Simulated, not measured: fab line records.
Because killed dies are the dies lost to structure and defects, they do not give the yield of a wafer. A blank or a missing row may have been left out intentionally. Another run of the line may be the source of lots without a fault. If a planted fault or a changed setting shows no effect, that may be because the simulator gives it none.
What tool caused it? / flow n5_finfet / 33 wafers from 11 lots sampled at 4 of the route's 1938 steps

WHAT THE GAUGES READ, wafer by wafer
N5_MOL_CONTACT_COAG_INSPECT_42: inspects for defects (brightfield).
lot=L075; measured=day 5 12:56; on=defect_inspect-01; raw_defect_count=107 194 183
lot=L077; measured=day 6 02:28; on=defect_inspect-02; raw_defect_count=149 184 254
lot=L079; measured=day 6 08:46; on=defect_inspect-02; raw_defect_count=155 210 232
lot=L081; measured=day 6 20:20; on=defect_inspect-01; raw_defect_count=238 172 126
lot=L083; measured=day 7 10:53; on=defect_inspect-02; raw_defect_count=266 247 209
lot=L085; measured=day 7 20:32; on=defect_inspect-02; raw_defect_count=184 169 212
lot=L087; measured=day 8 08:23; on=defect_inspect-01; raw_defect_count=278 253 120
lot=L089; measured=day 9 04:29; on=defect_inspect-01; raw_defect_count=172 111 174
lot=L091; measured=day 9 11:39; on=defect_inspect-02; raw_defect_count=165 144 171
lot=L093; measured=day 9 23:36; on=defect_inspect-02; raw_defect_count=179 166 183
lot=L095; measured=day 10 09:03; on=defect_inspect-02; raw_defect_count=202 173 207

EACH LOT AND THE TOOL THAT RAN IT (in order: tool; ch and the chambers of the sampled wafers; start)
lot=L075; N5_MOL_CONTACT_COAG_ALD_123=ald_sin-02 ch 1,2,3, day 5 10:30; N5_MOL_CONTACT_COAG_ETCH_91=rie_diel-04 ch 2,3, day 5 11:56; N5_MOL_CONTACT_COAG_ETCHBACK_135=rie_diel-04 ch 2,3, day 5 12:02
lot=L077; N5_MOL_CONTACT_COAG_ALD_123=ald_sin-04 ch 0,2,3, day 6 00:04; N5_MOL_CONTACT_COAG_ETCH_91=rie_diel-03 ch 2,3, day 6 01:37; N5_MOL_CONTACT_COAG_ETCHBACK_135=rie_diel-03 ch 2,3, day 6 01:42
lot=L079; N5_MOL_CONTACT_COAG_ALD_123=ald_sin-02 ch 1,2, day 6 06:13; N5_MOL_CONTACT_COAG_ETCH_91=rie_diel-03 ch 1,2, day 6 07:46; N5_MOL_CONTACT_COAG_ETCHBACK_135=rie_diel-03 ch 1,2, day 6 07:52
lot=L081; N5_MOL_CONTACT_COAG_ALD_123=ald_sin-02 ch 0,3, day 6 17:46; N5_MOL_CONTACT_COAG_ETCH_91=rie_diel-05 ch 0,2,3, day 6 19:29; N5_MOL_CONTACT_COAG_ETCHBACK_135=rie_diel-05 ch 0,2,3, day 6 19:34
lot=L083; N5_MOL_CONTACT_COAG_ALD_123=ald_sin-02 ch 0,1,2, day 7 08:02; N5_MOL_CONTACT_COAG_ETCH_91=rie_diel-04 ch 2, day 7 09:51; N5_MOL_CONTACT_COAG_ETCHBACK_135=rie_diel-04 ch 2, day 7 09:59
lot=L085; N5_MOL_CONTACT_COAG_ALD_123=ald_sin-02 ch 2,3, day 7 18:06; N5_MOL_CONTACT_COAG_ETCH_91=rie_diel-03 ch 0,1, day 7 19:33; N5_MOL_CONTACT_COAG_ETCHBACK_135=rie_diel-03 ch 0,1, day 7 19:38
lot=L087; N5_MOL_CONTACT_COAG_ALD_123=ald_sin-01 ch 0,1,3, day 8 05:53; N5_MOL_CONTACT_COAG_ETCH_91=rie_diel-05 ch 1,2,3, day 8 07:17; N5_MOL_CONTACT_COAG_ETCHBACK_135=rie_diel-05 ch 1,2,3, day 8 07:23
lot=L089; N5_MOL_CONTACT_COAG_ALD_123=ald_sin-02 ch 0,3, day 9 02:09; N5_MOL_CONTACT_COAG_ETCH_91=rie_diel-04 ch 0,1, day 9 03:35; N5_MOL_CONTACT_COAG_ETCHBACK_135=rie_diel-04 ch 0,1, day 9 03:40
lot=L091; N5_MOL_CONTACT_COAG_ALD_123=ald_sin-01 ch 0,2,3, day 9 08:37; N5_MOL_CONTACT_COAG_ETCH_91=rie_diel-04 ch 0,1,2, day 9 10:47; N5_MOL_CONTACT_COAG_ETCHBACK_135=rie_diel-04 ch 0,1,2, day 9 10:52
lot=L093; N5_MOL_CONTACT_COAG_ALD_123=ald_sin-02 ch 0,2,3, day 9 21:14; N5_MOL_CONTACT_COAG_ETCH_91=rie_diel-04 ch 0,1,2, day 9 22:44; N5_MOL_CONTACT_COAG_ETCHBACK_135=rie_diel-04 ch 0,1,2, day 9 22:50
lot=L095; N5_MOL_CONTACT_COAG_ALD_123=ald_sin-04 ch 0,2, day 10 06:29; N5_MOL_CONTACT_COAG_ETCH_91=rie_diel-05 ch 1,3, day 10 08:10; N5_MOL_CONTACT_COAG_ETCHBACK_135=rie_diel-05 ch 1,3, day 10 08:15
- N5_MOL_CONTACT_COAG_ALD_123: deposits SiNx, target thk 5 nm, pulse time 1 s, purge time 2 s.
- N5_MOL_CONTACT_COAG_ETCH_91: etches SOC in N2/H2, target depth 60 nm, overetch 21 nm, time 101.2 s.
- N5_MOL_CONTACT_COAG_ETCHBACK_135: etches SiO2 in CHF3, target depth 25 nm, time 16.7 s.

THE ANSWER, worked out from the rows above alone
Rule: usual is defined by the lots themselves. The widest of any qualifying gaps counts: lots, ordered by their means at a reading, are off when they make up no more than a third of the lots, leave a main group of 4 or more, and stand apart from it by 3 or more times the standard deviation of that group's means. A main group whose means are all the same, to the digits that the tables above print for the reading, isn't used. Also off: a lot with no number at a reading for which 4 or more lots have one. Where the step has rows for the other lots, those lots are counted as sound.
None of the lots is off at any reading shown; this tells nothing.

WHAT THE SIMULATOR HAD PUT IN
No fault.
